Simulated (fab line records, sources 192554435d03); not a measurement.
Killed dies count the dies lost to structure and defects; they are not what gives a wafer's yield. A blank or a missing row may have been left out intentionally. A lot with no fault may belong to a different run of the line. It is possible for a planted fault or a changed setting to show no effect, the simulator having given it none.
Matching of chambers ; flow n5_finfet ; 3 sister chambers for N5_BEOL_M6_CURE_74 on uv_cure-01
The step cures SiCOH lowk, time 240 s. 6 wafers are shown with their chamber, then 8 later ones without.

== WAFERS, EACH WITH ITS CHAMBER ==
wafer;chamber;lamp_power_pct (%);wafer_temp_C_max
L076.2;2;52.20;386.4
L076.4;2;52.21;386.7
L078.6;1;52.32;387.3
L085.3;0;52.29;387.0
L085.5;0;52.33;386.9
L089.3;1;52.30;387.5

== WAFERS WHOSE CHAMBER IS MISSING ==
wafer;lamp_power_pct (%);wafer_temp_C_max
L089.5;52.33;387.1
L089.6;52.30;387.1
L094.1;52.35;386.8
L094.2;52.36;386.8
L094.4;52.31;386.8
L095.2;52.30;386.3
L095.3;52.34;386.5
L095.4;52.33;386.6

== CHAMBER TAKEN BY EACH ==
wafer;from the rows above;in truth
L089.5;can't be placed: 0 or 1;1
L089.6;can't be placed: 0 or 1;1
L094.1;0;0
L094.2;can't be placed: 0 or 1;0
L094.4;0;0
L095.2;can't be placed: 0 or 2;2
L095.3;0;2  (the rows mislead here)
L095.4;0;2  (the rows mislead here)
2 of 8 placed correctly. From these rows, 4 cannot be placed; in 4 the true chamber is one of the candidates. Number placed wrongly: 2.
How it was worked out, from the rows above alone: a wafer's distance from a chamber is the root of the sum, over the readings, of the square of ((its reading less the chamber's mean) divided by the reading's scatter). The wafer belongs to the nearest chamber; if the next one is less than 2 further off, it can't be placed. The mean given for a chamber averages the wafers shown for that chamber. How the scatter is found: for the shown wafers, subtract from each reading the mean of its chamber, square and add these, divide the total by (wafers less chambers), then take the root.
